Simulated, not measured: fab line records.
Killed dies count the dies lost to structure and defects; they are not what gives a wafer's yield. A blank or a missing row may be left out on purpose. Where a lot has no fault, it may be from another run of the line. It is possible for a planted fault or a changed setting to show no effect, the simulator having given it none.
Matching of chambers :: flow nand harc :: 4 sister chambers for NHARC_P_M2_STRIP_18 on rie diel-01
The step strips in N2/H2. 27 wafers are shown with their chamber, then 12 later ones without.

== WAFERS PAIRED WITH THEIR CHAMBERS ==
wafer: L076.1
chamber: 2
showerhead plenum p Torr (Torr): 2.03
drypump motor current A (A): 5.3
rf vpp V (V): 90.2

wafer: L076.2
chamber: 0
showerhead plenum p Torr (Torr): 1.93
drypump motor current A (A): 5.5
rf vpp V (V): 90.4

wafer: L076.5
chamber: 3
showerhead plenum p Torr (Torr): 2.13
drypump motor current A (A): 6.5
rf vpp V (V): 91.2

wafer: L078.2
chamber: 0
showerhead plenum p Torr (Torr): 1.93
drypump motor current A (A): 5.5
rf vpp V (V): 89.1

wafer: L078.3
chamber: 2
showerhead plenum p Torr (Torr): 2.03
drypump motor current A (A): 5.4
rf vpp V (V): 90.5

wafer: L078.6
chamber: 1
showerhead plenum p Torr (Torr): 2.10
drypump motor current A (A): 6.5
rf vpp V (V): 90.2

wafer: L079.1
chamber: 2
showerhead plenum p Torr (Torr): 2.03
drypump motor current A (A): 5.3
rf vpp V (V): 90.5

wafer: L079.2
chamber: 0
showerhead plenum p Torr (Torr): 1.93
drypump motor current A (A): 5.5
rf vpp V (V): 90.0

wafer: L079.5
chamber: 0
showerhead plenum p Torr (Torr): 1.93
drypump motor current A (A): 5.5
rf vpp V (V): 90.9

wafer: L080.3
chamber: 0
showerhead plenum p Torr (Torr): 1.93
drypump motor current A (A): 5.5
rf vpp V (V): 90.5

wafer: L080.5
chamber: 2
showerhead plenum p Torr (Torr): 2.02
drypump motor current A (A): 5.4
rf vpp V (V): 90.5

wafer: L080.6
chamber: 1
showerhead plenum p Torr (Torr): 2.10
drypump motor current A (A): 6.5
rf vpp V (V): 90.9

wafer: L081.1
chamber: 2
showerhead plenum p Torr (Torr): 2.03
drypump motor current A (A): 5.4
rf vpp V (V): 90.4

wafer: L081.3
chamber: 3
showerhead plenum p Torr (Torr): 2.13
drypump motor current A (A): 6.4
rf vpp V (V): 90.8

wafer: L081.6
chamber: 0
showerhead plenum p Torr (Torr): 1.93
drypump motor current A (A): 5.5
rf vpp V (V): 90.3

wafer: L083.1
chamber: 3
showerhead plenum p Torr (Torr): 2.13
drypump motor current A (A): 6.4
rf vpp V (V): 91.6

wafer: L083.2
chamber: 0
showerhead plenum p Torr (Torr): 1.93
drypump motor current A (A): 5.5
rf vpp V (V): 90.6

wafer: L083.5
chamber: 1
showerhead plenum p Torr (Torr): 2.10
drypump motor current A (A): 6.5
rf vpp V (V): 91.4

wafer: L086.2
chamber: 2
showerhead plenum p Torr (Torr): 2.02
drypump motor current A (A): 5.4
rf vpp V (V): 90.6

wafer: L086.3
chamber: 3
showerhead plenum p Torr (Torr): 2.13
drypump motor current A (A): 6.4
rf vpp V (V): 91.0

wafer: L086.6
chamber: 3
showerhead plenum p Torr (Torr): 2.13
drypump motor current A (A): 6.4
rf vpp V (V): 91.5

wafer: L088.4
chamber: 0
showerhead plenum p Torr (Torr): 1.93
drypump motor current A (A): 5.5
rf vpp V (V): 90.5

wafer: L088.5
chamber: 2
showerhead plenum p Torr (Torr): 2.02
drypump motor current A (A): 5.4
rf vpp V (V): 90.2

wafer: L088.6
chamber: 1
showerhead plenum p Torr (Torr): 2.10
drypump motor current A (A): 6.5
rf vpp V (V): 92.1

wafer: L087.1
chamber: 1
showerhead plenum p Torr (Torr): 2.10
drypump motor current A (A): 6.5
rf vpp V (V): 90.7

wafer: L087.5
chamber: 1
showerhead plenum p Torr (Torr): 2.10
drypump motor current A (A): 6.5
rf vpp V (V): 90.0

wafer: L087.6
chamber: 2
showerhead plenum p Torr (Torr): 2.02
drypump motor current A (A): 5.3
rf vpp V (V): 90.9

SIGNATURES (averages over the wafers above)
reading: showerhead plenum p Torr
chamber 0: 1.9300
chamber 1: 2.1000
chamber 2: 2.0250
chamber 3: 2.1300
scatter within a chamber: 0.00295

reading: drypump motor current A
chamber 0: 5.500
chamber 1: 6.500
chamber 2: 5.362
chamber 3: 6.420
scatter within a chamber: 0.0341

reading: rf vpp V
chamber 0: 90.287
chamber 1: 90.883
chamber 2: 90.475
chamber 3: 91.220
scatter within a chamber: 0.506
Rule: for a wafer and a chamber, the distance is found by dividing, reading by reading, the gap between the wafer's reading and the chamber's mean by the reading's scatter, squaring, summing and taking the root. If the next closest chamber is less than 2 further off than the closest, the wafer can't be placed; otherwise it belongs to the closest. How the scatter is found: for the shown wafers, subtract from each reading the mean of its chamber, square and add these, divide the total by (wafers less chambers), then take the root.

== WAFERS MISSING THEIR CHAMBER ==
wafer: L089.1
showerhead plenum p Torr (Torr): 2.10
drypump motor current A (A): 6.5
rf vpp V (V): 89.7

wafer: L089.3
showerhead plenum p Torr (Torr): 2.13
drypump motor current A (A): 6.4
rf vpp V (V): 90.8

wafer: L089.4
showerhead plenum p Torr (Torr): 1.93
drypump motor current A (A): 5.5
rf vpp V (V): 90.9

wafer: L092.1
showerhead plenum p Torr (Torr): 2.02
drypump motor current A (A): 5.4
rf vpp V (V): 90.9

wafer: L092.5
showerhead plenum p Torr (Torr): 2.10
drypump motor current A (A): 6.5
rf vpp V (V): 90.7

wafer: L092.6
showerhead plenum p Torr (Torr): 2.02
drypump motor current A (A): 5.4
rf vpp V (V): 90.7

wafer: L093.2
showerhead plenum p Torr (Torr): 1.93
drypump motor current A (A): 5.5
rf vpp V (V): 89.8

wafer: L093.3
showerhead plenum p Torr (Torr): 2.02
drypump motor current A (A): 5.4
rf vpp V (V): 91.8

wafer: L093.5
showerhead plenum p Torr (Torr): 2.02
drypump motor current A (A): 5.3
rf vpp V (V): 90.8

wafer: L095.1
showerhead plenum p Torr (Torr): 2.02
drypump motor current A (A): 5.4
rf vpp V (V): 89.8

wafer: L095.4
showerhead plenum p Torr (Torr): 2.09
drypump motor current A (A): 6.5
rf vpp V (V): 91.9

wafer: L095.5
showerhead plenum p Torr (Torr): 2.02
drypump motor current A (A): 5.4
rf vpp V (V): 91.1

== THE CHAMBER EACH PASSED THROUGH ==
wafer: L089.1
from the rows above: 1
in truth: 1

wafer: L089.3
from the rows above: 3
in truth: 3

wafer: L089.4
from the rows above: 0
in truth: 0

wafer: L092.1
from the rows above: 2
in truth: 2

wafer: L092.5
from the rows above: 1
in truth: 1

wafer: L092.6
from the rows above: 2
in truth: 2

wafer: L093.2
from the rows above: 0
in truth: 0

wafer: L093.3
from the rows above: 2
in truth: 2

wafer: L093.5
from the rows above: 2
in truth: 2

wafer: L095.1
from the rows above: 2
in truth: 2

wafer: L095.4
from the rows above: 1
in truth: 1

wafer: L095.5
from the rows above: 2
in truth: 2
Correctly placed: 12 of 12. Not placeable from these rows: 0. Placed wrongly: 0.
